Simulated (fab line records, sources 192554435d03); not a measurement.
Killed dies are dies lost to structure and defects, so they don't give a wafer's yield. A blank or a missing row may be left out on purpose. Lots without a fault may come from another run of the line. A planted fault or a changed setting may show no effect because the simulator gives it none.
fab line records | flow n5_finfet
record lots=4 wafers=12 last_day=17
route steps=1938 shown BEOL_M0_SAQP@686 BEOL_M0_CUTY@701 BEOL_M0@715 BEOL_M4@1111 PASSIVATION@1936
lots that met no fault: from a run of the same line without faults
start_h: hours from the record's first day to the start of the lot's first wafer shown | wait_h: hours since the lot's step before | " the same as in the row above | L1.1+2: a row that stands for several wafers | - no value, or no start given | * or withheld: withheld | < > ~ a bound
route shown NAME@n: a module of which the file shows steps, and the number in the route of the first | usual: mean/standard deviation of fault-free wafers | same: alike in all rows | chamber/n: place in a boat | sites: the reading at each site | _std_site: their standard deviation | _edge_site: outer sites' mean less inner sites' | radius_mm: how far each site lies from the wafer's centre | mask NAME#n: copy n | behind: the tool/chamber that last shaped the wafer | hold: why the lot was held/for how many hours/how that ended | device: the transistor (n, p or np) that didn't switch | end of line: the same wafers' tests at the end of the route | a step without rows: its recipe alone | killed: dies lost to structure and defects at the first sort, not the wafer's yield | map: a wafer's dies, x killed, . not, _ none there
set.NAME: the setting as run; set.NAME@STEP: as run at that earlier step | model.NAME: the simulator's own value behind a step, which no gauge read
lots at some steps of the route; a table a step, a row a wafer
services: from which hour (start_h, from the record's first day; less than 0 if before it) a tool's chamber was out of use, for how many hours, and why
## steps
# step N5_BEOL_M0_SAQP_EXPOSE_37
# recipe mask_id=M0_CUT1 na=0.33 source_shape=annular sigma_inner=0.35 sigma_outer=0.8 polarization=unpolarized target_cd_nm=30 dose_mj=44.75
# step N5_BEOL_M0_SAQP_PEB_38
# recipe peb_temp_c=100 peb_time_s=60 resist=CAR-EUV
# step N5_BEOL_M0_SAQP_DEVELOP_39
# recipe develop_time_s=30 developer=TMAH resist=CAR-EUV rinse_liquid=surfactant_rinse dry=air_spin dev_temp_c=23
# step N5_BEOL_M0_SAQP_DESCUM_45
# recipe chemistry=O2 time_s=7 source_power_w=50 bias_power_w=20 pressure_mtorr=20 rf_frequency_hz=2.712e+07 temp_c=40 resist=CAR-EUV o2_flow_sccm=225
# step N5_BEOL_M0_SAQP_ETCH_88
# recipe chemistry=N2/H2 target=underlayer target_depth_a=65 time_s=5.2 ion_energy_ev=200 mask_material=CAR-EUV pressure_mtorr=30 source_w=840 bias_w=150 n2_flow_sccm=200 h2_flow_sccm=200 ends=cleared
# step N5_BEOL_M0_SAQP_ETCH_73
# recipe chemistry=CF4 target=SiARC target_depth_a=195 mask_material=CAR-EUV time_s=32.5 ion_energy_ev=80 pressure_mtorr=40 source_w=545 bias_w=36 Ar_flow_sccm=100 cf4_flow_sccm=100 ends=cleared
# step N5_BEOL_M0_SAQP_CUT_ETCH_46
# recipe chemistry=N2/H2 target=SOC target_depth_a=1350 overetch_a=270 temp_c=40 time_s=202.5 ion_energy_ev=200 mask_material=SiARC pressure_mtorr=30 source_w=840 bias_w=150 n2_flow_sccm=200 h2_flow_sccm=200
# step N5_BEOL_M0_SAQP_STRIP_74
# recipe chemistry=N2/H2 temp_c=40 n2_flow_sccm=200 h2_flow_sccm=200 rf_frequency_hz=6e+07
# step N5_BEOL_M0_SAQP_STRIP_89
# recipe chemistry=N2/H2 temp_c=40 n2_flow_sccm=200 h2_flow_sccm=200 rf_frequency_hz=6e+07
# step N5_BEOL_M0_SAQP_ALD_48
# recipe material=SiO2 target_thk_a=200 temp_c=100 ald_precursor_family=BDEAS ald_co_reactant=O2-plasma pulse_time_s=1 co_reactant_pulse_time_s=1 purge_time_s=2 co_reactant_purge_time_s=2 ald_cycles=139 pressure_torr=2
# usual heater_power_w=81/8.8 precursor_pulse_height_rel=1.001/0.017
# columns lot.wafer tool chamber start_h wait_h heater_power_w precursor_pulse_height_rel since_wet_clean_h
L210.3 ald_sin-01 1 116.91 0.0 79 1.020 109
L210.5 " 0 " " 94 1.025 -
L210.6 " 3 " " 69 1.044 -
L217.2 ald_sin-04 3 162.98 0.0 88 1.007 260
L217.3 " 1 " " 81 0.952 260
L217.5 " 2 " " 91 1.029 -
L227.1 ald_sin-04 1 221.93 0.0 83 1.004 319
L227.5 " 1 " " 79 1.005 -
L227.6 " 0 " " 78 1.006 -
L228.2 ald_sin-04 1 231.09 0.0 84 1.012 329
L228.5 " 2 " " 92 1.011 -
L228.6 " 1 " " 83 1.022 -
# step N5_BEOL_M0_SAQP_ETCH_49
# recipe chemistry=CF4/O2 target_depth_a=370 target=SiO2 pressure_mtorr=40 source_w=535 bias_w=49 Ar_flow_sccm=100 cf4_flow_sccm=100 O2_flow_sccm=10 ion_energy_ev=100
# step N5_BEOL_M0_SAQP_STRIP_75
# recipe chemistry=CF4 resist=SiARC power_w=300 bias_power_w=75 pressure_mtorr=50 cf4_flow_sccm=150 rf_frequency_hz=6e+07
# step N5_BEOL_M0_CUTY_COAT_50
# recipe resist=SiARC temp_c=220 time_s=60 spin_rpm=1500 resist_thk_nm=15
# step N5_BEOL_M0_CUTY_COAT_51
# recipe resist=CAR-ArF-block spin_rpm=1500 resist_thk_nm=150
# step N5_BEOL_M0_CUTY_EBR_52
# recipe solvent=PGMEA ebr_width_mm=1.5
# step N5_BEOL_M0_CUTY_SOFTBAKE_53
# recipe temp_c=110 time_s=60 resist=CAR-ArF-block
# step N5_BEOL_M0_CUTY_EXPOSE_54
# recipe mask_id=M0_ABLK na=1.35 source_shape=conventional sigma_outer=0.8 polarization=unpolarized dose_mj=36
# step N5_BEOL_M0_CUTY_PEB_55
# recipe peb_temp_c=110 peb_time_s=60 resist=CAR-ArF-block
# step N5_BEOL_M0_CUTY_DEVELOP_56
# recipe develop_time_s=30 developer=TMAH resist=CAR-ArF-block rinse_liquid=diw dry=air_spin dev_temp_c=23
# step N5_BEOL_M0_CUTY_DESCUM_61
# recipe chemistry=O2 time_s=7.9 source_power_w=50 bias_power_w=20 pressure_mtorr=20 rf_frequency_hz=2.712e+07 temp_c=40 resist=CAR-ArF-block o2_flow_sccm=225
# step N5_BEOL_M0_CUTY_ETCH_62
# recipe chemistry=CF4 target=SiARC mask_material=CAR-ArF-block time_s=58.5 ion_energy_ev=80 pressure_mtorr=40 source_w=545 bias_w=36 Ar_flow_sccm=100 cf4_flow_sccm=100 ends=cleared
# step N5_BEOL_M0_CUTY_ETCH_63
# recipe chemistry=N2/H2 target=SOC target_depth_a=827 overetch_a=165 mask_material=SiARC temp_c=40 ion_energy_ev=200 time_s=124 pressure_mtorr=30 source_w=840 bias_w=150 n2_flow_sccm=200 h2_flow_sccm=200
# step N5_BEOL_M0_CUTY_STRIP_64
# recipe chemistry=N2/H2 temp_c=40 n2_flow_sccm=200 h2_flow_sccm=200 rf_frequency_hz=6e+07
# step N5_BEOL_M0_ETCH_138
# recipe chemistry=CH3F/O2 target_depth_a=120 target=SiCN time_s=31.6 ion_energy_ev=120 pressure_mtorr=30 source_w=395 bias_w=75 Ar_flow_sccm=150 CH3F_flow_sccm=30 O2_flow_sccm=20 ends=cleared
# step N5_BEOL_M0_HM_OPEN_105
# recipe chemistry=Cl2/BCl3 target_depth_a=120 target=TiN ion_energy_ev=150 pressure_mtorr=10 icp_w=1000 bias_w=126 Cl2_flow_sccm=53.25 bcl3_flow_sccm=21.75 Ar_flow_sccm=25
# step N5_BEOL_M0_STRIP_140
# recipe chemistry=CF4 resist=SiARC power_w=300 bias_power_w=75 pressure_mtorr=50 cf4_flow_sccm=150 rf_frequency_hz=6e+07
# step N5_BEOL_M0_STRIP_104
# recipe chemistry=N2/H2 power_w=450 temp_c=40 pressure_mtorr=20 rf_frequency_hz=6e+07 overash_fraction=0.3 bias_power_w=7 h2_frac=0.5 n2_flow_sccm=200 h2_flow_sccm=200
# step N5_BEOL_M0_WET_ETCH_106
# recipe chemistry=DHF dilution=10:1 temp_c=25 target=SiO2 target_depth_a=1300 dry=ipa_marangoni rinse_time_s=30 rinse_temp_c=23
# step N5_BEOL_M0_ETCH_128
# recipe chemistry=CF4/N2 target_depth_a=120 overetch_a=51 target=SiCN time_s=21.4 ion_energy_ev=150 pressure_mtorr=40 source_w=430 bias_w=70 Ar_flow_sccm=100 cf4_flow_sccm=60 n2_flow_sccm=60
# step N5_BEOL_M0_TRENCH_ETCH_107
# recipe chemistry=C4F6/O2 target_depth_a=328 target=SiOC time_s=16.4 ion_energy_ev=250 pressure_mtorr=30 source_w=355 bias_w=185 Ar_flow_sccm=300 C4F6_flow_sccm=10 O2_flow_sccm=10
# step N5_BEOL_M0_STRIP_142
# recipe chemistry=N2/H2 time_s=10 power_w=450 temp_c=40 pressure_mtorr=20 rf_frequency_hz=6e+07 bias_power_w=7 n2_flow_sccm=200 h2_flow_sccm=200
# step N5_BEOL_M0_HM_STRIP_129
# recipe chemistry=peroxide_tin_strip material=TiN target_depth_a=170 temp_c=50 time_s=108
# step N5_BEOL_M0_SRD_130
# recipe time_s=30 temp_c=23 rinse_liquid=diw dry=ipa_marangoni
# step N5_BEOL_M0_ETCH_109
# recipe chemistry=CH3F/O2 target_depth_a=80 overetch_a=24 target=SiCN time_s=27.4 ion_energy_ev=120 pressure_mtorr=30 source_w=395 bias_w=75 Ar_flow_sccm=150 CH3F_flow_sccm=30 O2_flow_sccm=20
# step N5_BEOL_M0_STRIP_139
# recipe chemistry=post_etch_residue_remover time_s=60 temp_c=25 remover_ph=withheld remover_water_wt_pct=withheld remover_fluoride_wt_pct=withheld
# step N5_BEOL_M4_RC_MEAS_101
# usual DIBL_N=36.6/1.8 DIBL_P=37.1/2.1 IOFF_N=0.17/0.033 IOFF_P=0.23/0.039 ION_N=681/13 ION_P=467/8.7 SS_N=71.6/0.59 SS_P=73.4/0.63 VT_N=249/3.4 VT_P=-249/3.7
# columns lot.wafer tool chamber start_h wait_h DIBL_N[mV/V] DIBL_P[mV/V] IOFF_N[nA/um] IOFF_P[nA/um] ION_N[uA/um] ION_P[uA/um] SS_N[mV/dec] SS_P[mV/dec] VT_N[mV] VT_P[mV]
L210.3 prober-02 0 168.04 0.3 34.6 36.8 0.14 0.19 661 455 71.9 73.5 253 -250
L210.5 " 0 " " 35.5 37.8 0.16 0.21 665 457 71.4 73.9 250 -250
L210.6 " 0 " " 32.8 35.0 0.13 0.17 672 462 70.4 73.0 249 -250
L217.2 prober-01 0 220.41 0.2 37.5 38.1 0.18 0.23 674 459 72.4 73.6 248 -250
L217.3 " 0 " " 36.1 35.2 0.15 0.20 689 472 71.3 72.5 248 -250
L217.5 " 0 " " 38.5 39.5 0.19 0.26 673 462 71.9 73.5 250 -247
L227.1 prober-01 0 285.69 0.0 38.5 37.2 0.19 0.24 693 473 72.0 73.4 249 -248
L227.5 " 0 " " 38.7 36.2 0.18 0.23 688 466 71.5 73.0 250 -248
L227.6 " 0 " " 39.8 38.1 0.21 0.26 697 475 71.9 74.0 244 -246
L228.2 prober-02 0 287.52 0.2 36.6 38.3 0.17 0.26 685 473 72.0 73.8 245 -247
L228.5 " 0 " " 39.2 41.8 0.25 0.34 701 482 72.3 74.6 244 -244
L228.6 " 0 " " 36.5 37.5 0.17 0.24 691 474 71.5 73.7 246 -246
# step N5_PASSIVATION_PROBE_49
# usual defect_limited_yield=91.1/1.4 killed_at_M0_to_M3=32/9.4 killed_at_M4_up=14/5.1 killed_at_contacts=11/5.5 killed_at_front_end=44/13 killed_at_other=4/3.2 killed_dies=104/16 killed_on_rim=13/4.1 killed_open=70/12 killed_short=33/7.8 sort_bin_5_function=5.1/0.91 sort_bin_6_memory=3.4/0.63 sort_n_pass=1075/16 sort_yield_pct=91.2/1.4
# same gross_dies=1180 killed_at_back_side=0 sort_bin_4_leakage[%]=0 sort_bin_8_speed[%]=0
# columns lot.wafer tool chamber start_h wait_h defect_limited_yield[%] killed_at_M0_to_M3 killed_at_M4_up killed_at_contacts killed_at_front_end killed_at_other killed_dies killed_on_rim killed_open killed_short sort_bin_5_function[%] sort_bin_6_memory[%] sort_n_pass sort_yield_pct[%]
L210.3 prober-01 - 268.22 0.1 93.0 24 11 9 37 2 83 10 53 28 3.7 3.1 1097 93.0
L210.5 prober-01 - 268.32 0.2 90.6 41 13 23 32 2 111 13 80 28 5.5 3.6 1069 90.6
L210.6 prober-01 - 268.37 0.3 91.9 36 7 14 38 1 96 13 65 30 4.2 3.2 1084 91.9
L217.2 prober-01 - 326.80 0.1 92.6 21 15 22 23 6 87 11 61 26 4.8 2.5 1093 92.6
L217.3 prober-01 - 326.85 0.1 92.8 38 10 8 26 3 85 14 52 31 3.6 3.3 1095 92.8
L217.5 prober-01 - 326.95 0.2 91.6 31 9 10 45 4 99 13 72 27 4.8 3.4 1081 91.6
L227.1 prober-01 - 384.23 0.0 80.2 133 24 2 69 6 234 96 94 43 6.5 4.7 946 80.2
L227.5 prober-01 - 384.43 0.2 79.6 164 15 11 39 12 241 111 58 50 4.4 4.1 939 79.6
L227.6 prober-01 - 384.48 0.3 81.4 140 17 8 49 5 219 90 81 28 4.9 4.2 961 81.4
L228.2 prober-01 - 396.35 0.1 77.5 188 16 9 43 9 265 121 82 31 5.9 3.3 915 77.5
L228.5 prober-01 - 396.50 0.2 78.9 131 22 23 65 8 249 96 99 40 6.5 5.1 931 78.9
L228.6 prober-01 - 396.55 0.3 78.3 157 6 17 66 10 256 107 81 48 6.1 4.2 924 78.3
# killed by level:class
L210.3 STI_FIN_REVEAL:geometric_particle:open=13 DUMMY_GATE:geometric_particle:open=8 MOL_CONTACT_COAG:geometric_particle:open=8 BEOL_M0_SAQP:geometric_particle:open=8 BEOL_M0_SAQP:geometric_particle:short=8 STI_FIN_REVEAL:geometric_particle:short=4 BEOL_M4:geometric_particle:open=4 GATE_CUT:geometric_particle:short=3
L210.5 MOL_CONTACT_COAG:geometric_particle:open=20 BEOL_M0_SAQP:geometric_particle:open=12 STI_FIN_REVEAL:geometric_particle:open=10 BEOL_M2:geometric_particle:open=10 BEOL_M0_SAQP:geometric_particle:short=10 FIN_SAQP:geometric_particle:open=5 DUMMY_GATE:geometric_particle:open=5 FIN_SAQP:geometric_particle:short=4
L210.6 MOL_CONTACT_COAG:geometric_particle:open=12 BEOL_M0_SAQP:geometric_particle:short=12 FIN_SAQP:geometric_particle:open=9 STI_FIN_REVEAL:geometric_particle:open=8 BEOL_M2:geometric_particle:open=7 BEOL_M0_SAQP:geometric_particle:open=6 BEOL_M1:geometric_particle:open=5 BEOL_M4:geometric_particle:open=5
L217.2 MOL_CONTACT_COAG:geometric_particle:open=18 FIN_SAQP:geometric_particle:open=6 GATE_CUT:geometric_particle:short=5 MOL_CONTACT_COAG:geometric_particle:short=4 BEOL_M0_SAQP:geometric_particle:open=4 BEOL_M0_SAQP:geometric_particle:short=4 BEOL_M7:geometric_particle:open=4 DUMMY_GATE:geometric_particle:open=3
L217.3 BEOL_M0_SAQP:geometric_particle:short=12 BEOL_M0_SAQP:geometric_particle:open=8 FIN_SAQP:geometric_particle:open=7 MOL_CONTACT_COAG:geometric_particle:open=7 STI_FIN_REVEAL:geometric_particle:open=6 BEOL_M3:geometric_particle:open=6 BEOL_M1:geometric_particle:open=4 FIN_SAQP:geometric_particle:short=3
L217.5 FIN_SAQP:geometric_particle:open=16 BEOL_M0_SAQP:geometric_particle:open=10 FIN_SAQP:geometric_particle:short=8 MOL_CONTACT_COAG:geometric_particle:open=7 BEOL_M1:geometric_particle:open=6 GATE_CUT:geometric_particle:short=5 BEOL_M2:geometric_particle:open=5 BEOL_M4:geometric_particle:open=5
L227.1 BEOL_M0_SAQP:area_ald=95 STI_FIN_REVEAL:geometric_particle:open=20 FIN_SAQP:geometric_particle:short=16 FIN_SAQP:geometric_particle:open=13 BEOL_M3:geometric_particle:open=8 BEOL_M0_SAQP:geometric_particle:short=8 BEOL_M4:geometric_particle:open=7 BEOL_M0_SAQP:geometric_particle:open=6
L227.5 BEOL_M0_SAQP:area_ald=131 MOL_CONTACT_COAG:geometric_particle:open=9 STI_FIN_REVEAL:geometric_particle:open=8 BEOL_M0_SAQP:geometric_particle:short=8 FIN_SAQP:geometric_particle:short=6 STI_FIN_REVEAL:geometric_particle:short=6 DUMMY_GATE:geometric_particle:open=5 BEOL_M0_SAQP:geometric_particle:open=5
L227.6 BEOL_M0_SAQP:area_ald=108 STI_FIN_REVEAL:geometric_particle:open=21 BEOL_M4:geometric_particle:open=8 BEOL_M3:geometric_particle:open=8 MOL_CONTACT_COAG:geometric_particle:open=6 STARTING-WAFER:geometric_particle:open=6 FIN_SAQP:geometric_particle:open=5 FIN_SAQP:geometric_particle:short=5
L228.2 BEOL_M0_SAQP:area_ald=151 FIN_SAQP:geometric_particle:open=18 FIN_SAQP:geometric_particle:short=9 BEOL_M0_SAQP:geometric_particle:open=8 BEOL_M1:geometric_particle:open=8 BEOL_M4:geometric_particle:open=7 MOL_CONTACT_COAG:geometric_particle:open=7 STI_FIN_REVEAL:geometric_particle:open=6
L228.5 BEOL_M0_SAQP:area_ald=107 MOL_CONTACT_COAG:geometric_particle:open=22 STI_FIN_REVEAL:geometric_particle:open=16 FIN_SAQP:geometric_particle:open=15 FIN_SAQP:geometric_particle:short=10 BEOL_M4:geometric_particle:open=9 BEOL_M2:geometric_particle:open=8 GATE_CUT:geometric_particle:short=7
L228.6 BEOL_M0_SAQP:area_ald=114 FIN_SAQP:geometric_particle:open=14 FIN_SAQP:geometric_particle:short=13 HKMG_FIN:area_etch=13 MOL_CONTACT_COAG:geometric_particle:open=11 STI_FIN_REVEAL:geometric_particle:open=9 BEOL_M2:geometric_particle:open=9 BEOL_M1:geometric_particle:open=8
# map L227.5 (x killed, . not)
_________________x.xxx...xxxx________________
______________x.xx.x..x...xx.xxx_____________
___________xxxx.x..............x.xx__________
__________x.x..x..............x....x_________
________xxx........x....x..........xx._______
_______xx.................x....x...xxxx______
______xx...........x.........x...x..xx.x_____
_____xxx..........x....................x.____
____x...................x..x...........x.x___
___.xx..........x....................xxx.xx__
___.x...x..x...xx......................x..x__
__xx..x.............x...x...............x.xx_
__xx..........x.....................x......x_
_xx...........xx.....x............x.......x.x
_.x..xx.........x..x..........x......x.....xx
_xx..xx.....................x...x...........x
_xx.....x...........x.......x...............x
_x...........xx.....................xx.....xx
_x.x..........x.................x.........x.x
_xxx............x......x......x.x.........x..
_.x................x........x......x......xxx
__x............................x.......x...x_
__.xx.x.......x.......x......x..x.........xx_
___x................x.....................x__
___xx..x.............x..........x......x.xx__
____x.x.x..............x.....x..x........x___
_____x..x...x...x.....x...x........x...xx____
______xxxx......x........x............x._____
_______xxxx.....xx.x..................x______
________.....x.................x.xx.xx_______
__________xx...x.......x.........x.._________
___________xxx.x........xx.....x..x__________
______________xxx..xx..x....xxx._____________
_________________.xxx..x.xxxx________________
# map L228.2 (x killed, . not)
_________________x.xxxxx.xxxx________________
______________xxxx.x......x.xxxx_____________
___________xxx.xx.x......x.......xx__________
__________xx.x..x...xx.x......x..x.x_________
________x.xxx.....x.................xx_______
_______xxx............x.x...........xx.______
______xx.x.......x...x..............x..x_____
_____xxx....x..........x.......x......xx.____
____xxx.............................xx.x.x___
___xx....x.........x.................x....x__
___xx............x.......x.........x.......__
__xx.....x.....x.....x....................xx_
__.x...............x.......................x_
_xx.x............x......xxx........x..x..xxxx
_xx...........xx............x.............x.x
_xx.x.........................x..........x..x
_xx....x...........x.........x.............xx
_xx......x.....x.......x.x...........x..x...x
_x.x.......x........x.....x...........x..xx.x
_xxx..................x.....x......x........x
_x.....x........................x......x...x.
__x..x..........x..............xx.........xx_
__xxx....x......x.xx....x.....x.x.x....x...._
___x.............x....................x..xx__
___xx..x...........x.x.x.x....x......x...xx__
____x.xx.....x.................x.x.....x.x___
_____x.........x.......................xx____
______x..x........x.............x....xxx_____
_______xxx.....x....xx.xx.........x..xx______
________xx.......x.x.....x.......xxxxx_______
__________x.xx...........x.........x_________
___________xxx.x.................xx__________
______________xxxxx....x....xxxx_____________
_________________xxxxx..xxxxx________________
## services
# columns tool chamber start_h hours kind
ald_sin-01 3 104.10 3.1 repair
ald_sin-04 2 195.96 1.4 repair
## key
first_sign step=N5_PASSIVATION_PROBE_49 reading=killed_at_M0_to_M3 direction=up sigmas=13 usual=32 struck=152
effect step=N5_PASSIVATION_PROBE_49 reading=sort_yield_pct direction=down sigmas=8.7 usual=91.2 struck=79.3
more_kills_born_at N5_BEOL_M0_SAQP_ALD_48@ald_sin-04=706
met_at N5_BEOL_M0_SAQP_ALD_48
struck_wafers L227.1,L227.5,L227.6,L228.2,L228.5,L228.6
onset_between 162.98 221.93
also_fits time
fault kind=site_profile_drift tool=ald_sin-04 chamber=- onset_h=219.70 steps=N5_BEOL_M0_SAQP_ALD_48 basis=fraction max_abs_drift=0.50657 slope_share_per_hr=112.57 site_pattern=0,0,0,0,0,-1,-1,-1,-1
